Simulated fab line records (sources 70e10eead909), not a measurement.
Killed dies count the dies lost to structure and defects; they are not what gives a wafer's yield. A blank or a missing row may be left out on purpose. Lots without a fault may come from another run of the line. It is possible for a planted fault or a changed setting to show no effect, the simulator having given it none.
fab line records	flow nandHarc
record lots=6	wafers=18	lastDay=32
route steps=1302 shown A_STAIRCASE@716 END@1302
lots untouched by any fault: they come from a run of this same line in which no faults occurred
startH: hours from the record's first day to the start of the lot's first wafer shown	waitH: hours from the lot's prior step to this one	" same as the row above	L1.1+2: a single row standing in for several wafers	- no value, or no start given	* or withheld: withheld	< > ~ a bound
route shown NAME@n: a module of which the file shows steps, and the number in the route of the first	usual: mean/standard deviation of fault-free wafers	same: alike in all rows	chamber/n: place in a boat	sites: each site's reading	_std_site: standard deviation of those values	_edge_site: inner sites' mean taken away from outer sites' mean	radiusMm: for every site, how far away it sits from the centre of the wafer	mask NAME#n: copy n	behind: the most recent tool/chamber to have shaped the wafer	hold: reason for holding the lot/hours on hold/outcome of the hold	device: names the non-switching transistor (n, p or np)	end of line: at the end of the route, the tests of the same wafers	where a step has no rows: the recipe by itself	killed: dies lost to structure and defects at the first sort, not the wafer's yield	map: per-die view of a wafer (x killed, . not killed, _ where there is no die)
set.NAME: setting as actually run; set.NAME@STEP: the setting as run at that earlier step	model.NAME: the simulator's own value behind a step, which no gauge read
a table for each step, a row for each wafer; lots at some steps of the route
services: from which hour (startH, from the record's first day; less than 0 if before it) a tool's chamber was out of use, for how many hours, and why
## steps
# step NHARC_A_STAIRCASE_TRIM_202
# recipe timeS=211.2	o2FlowSccm=500	arFlowSccm=0	biasW=0	chemistry=O2
# usual drypumpMotorCurrentA=5.8/0.34	oesProductAu=1.009/0.012	rfVppV=57.8/0.83	showerheadPlenumPTorr=3.57/0.16	throttleValvePct=17.037/0.0097
lot.wafer	tool	chamber	startH	waitH	drypumpMotorCurrentA	oesProductAu	rfHoursCounterH	rfVppV	showerheadPlenumPTorr	throttleValvePct
L508.1	rieDiel-01	2	-	-	5.9	1.000	2	58.7	3.77	17.030
L508.6	"	2	"	"	5.9	1.000	-	57.8	3.77	17.037
L508.5	"	3	"	"	5.6	0.997	-	57.6	3.75	17.041
L510.2	rieDiel-10	2	-	-	5.4	1.003	50	57.8	3.28	17.051
L510.6	"	3	"	"	5.9	0.996	-	57.4	3.64	17.048
L510.5	"	0	"	"	5.4	1.015	-	57.3	3.78	17.032
L521.4	rieDiel-10	1	-	-	5.7	1.014	25	57.4	3.53	17.037
L521.2	"	0	"	"	5.5	1.012	32	58.0	3.76	17.043
L521.6	"	1	"	"	5.7	1.028	-	57.5	3.53	17.035
L523.4	rieDiel-10	0	-	-	5.4	1.007	36	58.3	3.75	17.028
L523.1	"	2	"	"	5.4	1.028	32	58.7	3.79	17.047
L523.3	"	3	"	"	5.9	0.999	36	57.9	3.61	17.029
L526.3	rieDiel-10	3	-	-	6.0	0.991	44	58.7	3.61	17.039
L526.5	"	1	"	"	5.8	1.034	-	56.4	3.52	17.036
L526.6	"	2	"	"	5.4	1.021	-	58.5	3.78	17.026
L525.3	rieDiel-10	0	-	-	5.5	1.030	45	58.9	3.75	17.032
L525.1	"	1	"	"	5.8	1.029	38	57.7	3.52	17.042
L525.4	"	2	"	"	5.4	1.021	41	56.9	3.78	17.039
# step NHARC_A_STAIRCASE_ETCH_203
# recipe targetDepthA=1000	timeS=40.5	ionEnergyEv=400	c4f8FlowSccm=20	o2FlowSccm=10	arFlowSccm=withheld	rfW=600	biasW=1000	chemistry=C4F8/O2
# usual oesProductAu=0.951/0.013	rfVppV=897/5.9
lot.wafer	tool	chamber	startH	waitH	oesProductAu	rfHoursCounterH	rfVppV
L508.1	rieDiel-01	3	-	-	0.935	2	903
L508.6	"	3	"	"	0.938	-	905
L508.5	"	0	"	"	0.939	-	896
L510.2	rieDiel-10	0	-	-	0.950	54	905
L510.6	"	0	"	"	0.957	-	904
L510.5	"	1	"	"	0.965	-	897
L521.4	rieDiel-10	1	-	-	0.957	25	897
L521.2	"	3	"	"	0.947	29	898
L521.6	"	1	"	"	0.965	-	894
L523.1	rieDiel-10	3	-	-	0.943	36	898
L523.4	"	0	"	"	0.942	36	903
L523.3	"	1	"	"	0.952	29	896
L526.3	rieDiel-10	0	-	-	0.953	45	905
L526.5	"	2	"	"	0.957	-	905
L526.6	"	3	"	"	0.936	-	896
L525.4	rieDiel-10	1	-	-	0.972	38	897
L525.3	"	2	"	"	0.973	41	905
L525.1	"	3	"	"	0.939	45	898
# step NHARC_A_STAIRCASE_STRIP_205
# recipe powerW=1500	tempC=250	chemistry=O2
# usual drypumpMotorCurrentA=5.6/0.67	heaterPowerW=305/25
lot.wafer	tool	chamber	startH	waitH	drypumpMotorCurrentA	heaterPowerW	rfHoursCounterH
L508.1	plasmaAsher-01	1	398.09	0.1	4.7	341	9
L508.5	"	0	"	"	5.3	290	-
L508.6	"	1	"	"	4.7	326	-
L510.2	plasmaAsher-02	0	417.65	0.1	6.2	324	35
L510.6	"	0	"	"	6.2	317	-
L510.5	"	1	"	"	6.3	298	-
L521.2	plasmaAsher-02	1	528.73	0.3	6.3	282	21
L521.4	"	0	"	"	6.3	294	-
L521.6	"	1	"	"	6.4	272	-
L523.1	plasmaAsher-01	1	543.37	0.1	4.7	365	2
L523.4	"	0	"	"	5.3	292	-
L523.3	"	1	"	"	4.7	352	-
L526.3	plasmaAsher-02	1	571.92	0.2	6.3	276	-
L526.5	"	1	"	"	6.3	275	-
L526.6	"	0	"	"	6.2	303	-
L525.1	plasmaAsher-01	1	572.13	0.1	4.7	350	7
L525.4	"	1	"	"	4.7	364	-
L525.3	"	0	"	"	5.3	284	-
# step NHARC_A_STAIRCASE_STRIP_206
# recipe timeS=900	tempC=130	chemistry=SPM
# step NHARC_A_STAIRCASE_PRECLEAN_207
# recipe timeS=*	tempC=50	bathAgeMin=0	chemistry=SC1
# step NHARC_A_STAIRCASE_SRD_208
# step NHARC_A_STAIRCASE_DEHYDRATE_209
# recipe tempC=150	timeS=120
# step NHARC_A_STAIRCASE_HMDS_210
# recipe timeS=30
# step NHARC_A_STAIRCASE_COAT_211
# recipe spinRpm=1200
# step NHARC_A_STAIRCASE_SOFTBAKE_212
# recipe tempC=135	timeS=170
# step NHARC_A_STAIRCASE_EBR_213
# step NHARC_A_STAIRCASE_EXPOSE_214
# recipe na=0.5	doseMj=31.26	maskId=STAIR_3
# usual exposureDoseMJCm2=31.260/0.029	reticleTempC=23.00/0.095
# same na=0.5
lot.wafer	tool	chamber	startH	waitH	mask	exposureDoseMJCm2	reticleTempC
L508.1	krfScanner-04	0	399.06	-	STAIR_3#0	31.261	22.98
L508.5	"	0	"	"	STAIR_3#0	31.239	23.02
L508.6	"	0	"	"	STAIR_3#0	31.268	22.99
L510.2	krfScanner-01	0	418.80	-	STAIR_3#0	31.202	23.05
L510.5	"	0	"	"	STAIR_3#0	31.250	23.07
L510.6	"	0	"	"	STAIR_3#0	31.246	23.03
L521.2	krfScanner-01	0	529.83	-	STAIR_3#0	37.387	22.94
L521.4	"	0	"	"	STAIR_3#0	37.366	23.04
L521.6	"	0	"	"	STAIR_3#0	37.379	22.91
L523.1	krfScanner-01	0	544.33	-	STAIR_3#0	37.338	22.98
L523.3	"	0	"	"	STAIR_3#0	37.336	23.02
L523.4	"	0	"	"	STAIR_3#0	37.339	22.98
L526.3	krfScanner-03	0	572.85	-	STAIR_3#0	31.283	23.05
L526.5	"	0	"	"	STAIR_3#0	31.286	23.16
L526.6	"	0	"	"	STAIR_3#0	31.247	23.06
L525.1	krfScanner-04	0	573.26	-	STAIR_3#0	31.288	23.02
L525.3	"	0	"	"	STAIR_3#0	31.295	23.06
L525.4	"	0	"	"	STAIR_3#0	31.265	23.09
# step NHARC_A_STAIRCASE_PEB_215
# recipe pebTempC=115	pebTimeS=130
# step NHARC_END_SORT_01
# recipe tempC=25
# usual killedAtArray=58/22	killedAtOther=1.0/1.3	killedAtPeriphery=5/3.4	killedDies=64/22	killedOpen=3.6/1.8	killedShort=2.4/1.7
# same grossDies=677
lot.wafer	tool	chamber	startH	waitH	killedAtArray	killedAtOther	killedAtPeriphery	killedDies	killedOpen	killedShort
L510.2	prober-01	0	631.67	2.8	34	2	2	38	1	0
L510.5	prober-01	0	634.08	3.7	30	3	3	36	4	0
L510.6	prober-01	0	634.88	4.0	32	4	2	38	2	3
L521.2	prober-01	0	719.11	2.8	74	1	4	79	2	1
L521.4	prober-01	0	720.73	3.4	91	1	5	97	3	2
L521.6	prober-01	0	722.35	4.0	77	2	1	80	3	2
L523.3	prober-01	0	751.67	3.1	56	1	3	60	4	4
# killed by level:class
L510.2 A_CHANNEL_HOLE_D2:chamberFilmFlake=12 A_STAIRCASE:chamberFilmFlake=9 A_CONTACT:chamberFilmFlake=5 A_CHANNEL_HOLE_D1:chamberFilmFlake=4 THIN_TSV:chamberFilmFlake=2 A_ONON_D1:geometricParticle:open=1 P_ZERO_WELL:chamberFilmFlake=1 P_STI:chamberFilmFlake=1
L510.5 A_CHANNEL_HOLE_D2:chamberFilmFlake=13 A_STAIRCASE:chamberFilmFlake=6 A_CONTACT:chamberFilmFlake=4 THIN_TSV:chamberFilmFlake=3 A_CHANNEL_HOLE_D1:chamberFilmFlake=2 P_CONTACT:geometricParticle:open=1 P_M0:geometricParticle:open=1 A_ONON_D1:geometricParticle:open=1
L510.6 A_CHANNEL_HOLE_D2:chamberFilmFlake=10 A_CONTACT:chamberFilmFlake=8 THIN_TSV:chamberFilmFlake=4 A_CHANNEL_HOLE_D1:chamberFilmFlake=3 A_STAIRCASE:chamberFilmFlake=3 A_SLIT:chamberFilmFlake=2 A_ONON_D1:geometricParticle:short=1 A_ONON_D1:geometricParticle:open=1
L521.2 A_SLIT:chamberFilmFlake=32 A_CHANNEL_HOLE_D1:chamberFilmFlake=28 A_CONTACT:chamberFilmFlake=4 P_BONDPAD:chamberFilmFlake=3 A_STAIRCASE:chamberFilmFlake=3 A_ONON_D1:geometricParticle:open=2 A_CHANNEL_HOLE_D2:chamberFilmFlake=2 A_SGD_CUT:geometricParticle:short=1
L521.4 A_CHANNEL_HOLE_D1:chamberFilmFlake=41 A_SLIT:chamberFilmFlake=37 A_BONDPAD:chamberFilmFlake=5 A_DECK1_JOINT:geometricParticle:open=2 P_GATE:chamberFilmFlake=2 P_BONDPAD:chamberFilmFlake=2 A_CONTACT:chamberFilmFlake=2 P_STI:geometricParticle:short=1
L521.6 A_CHANNEL_HOLE_D1:chamberFilmFlake=34 A_SLIT:chamberFilmFlake=31 A_ONON_D2:geometricParticle:short=2 THIN_TSV:chamberFilmFlake=2 A_CHANNEL_FILL_D2:chamberFilmFlake=2 A_CONTACT:chamberFilmFlake=2 P_M0:geometricParticle:open=1 A_SGD_CUT:geometricParticle:open=1
L523.3 A_SLIT:chamberFilmFlake=31 A_CHANNEL_HOLE_D1:chamberFilmFlake=11 A_CONTACT:chamberFilmFlake=4 A_CHANNEL_FILL_D2:chamberFilmFlake=2 A_STAIRCASE:chamberFilmFlake=2 P_CONTACT:geometricParticle:open=1 P_CONTACT:geometricParticle:short=1 P_M1:geometricParticle:short=1
## services
tool	chamber	startH	hours	kind
rieDiel-10	0	380.28	-	clean
rieDiel-10	1	380.28	-	clean
rieDiel-10	2	380.28	-	clean
rieDiel-10	3	380.28	-	clean
rieDiel-01	-	380.96	9.0	pm
krfScanner-03	-	396.00	4.0	pm
rieDiel-10	0	404.78	-	clean
rieDiel-10	1	404.78	-	clean
rieDiel-10	0	405.13	4.4	repair
rieDiel-10	-	422.96	9.0	pm
plasmaAsher-02	-	426.87	9.0	pm
rieDiel-01	0	429.08	2.5	repair
rieDiel-10	1	463.91	12.3	repair
krfScanner-03	-	477.27	2.3	repair
krfScanner-01	-	484.00	4.0	pm
krfScanner-01	-	493.99	2.7	repair
rieDiel-10	0	498.78	5.2	repair
krfScanner-01	-	517.39	1.0	repair
plasmaAsher-01	-	521.60	9.0	pm
krfScanner-03	-	522.68	1.2	repair
krfScanner-04	-	526.18	4.0	pm
rieDiel-10	0	539.17	2.1	repair
rieDiel-01	-	557.96	9.0	pm
krfScanner-03	-	568.00	4.0	pm
## key
firstSign step=NHARC_A_STAIRCASE_EXPOSE_214	reading=exposureDoseMJCm2	direction=up	sigmas=99+	usual=31.260	struck=37.357
effect none on later readings
metAt NHARC_A_STAIRCASE_EXPOSE_214
struckWafers L521.2,L521.4,L521.6,L523.1,L523.3,L523.4
testerLeftOut L521,L523
onsetBetween 418.80 529.83
fault kind=processParameterDrift	tool=krfScanner-01	chamber=-	onsetH=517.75	steps=NHARC_A_STAIRCASE_EXPOSE_214	channel=doseMj	offset=6.0964	shape=step	actsIn=theseRecipesOnly	stated=31.26
# testerLeftOut: of these lots the tester's yield and bins aren't shown, on N5 and GAA mostly nor the transistor test; their killed dies are dies lost to structure and defects alone, not to doping, threshold or leakage, so they don't give the yield
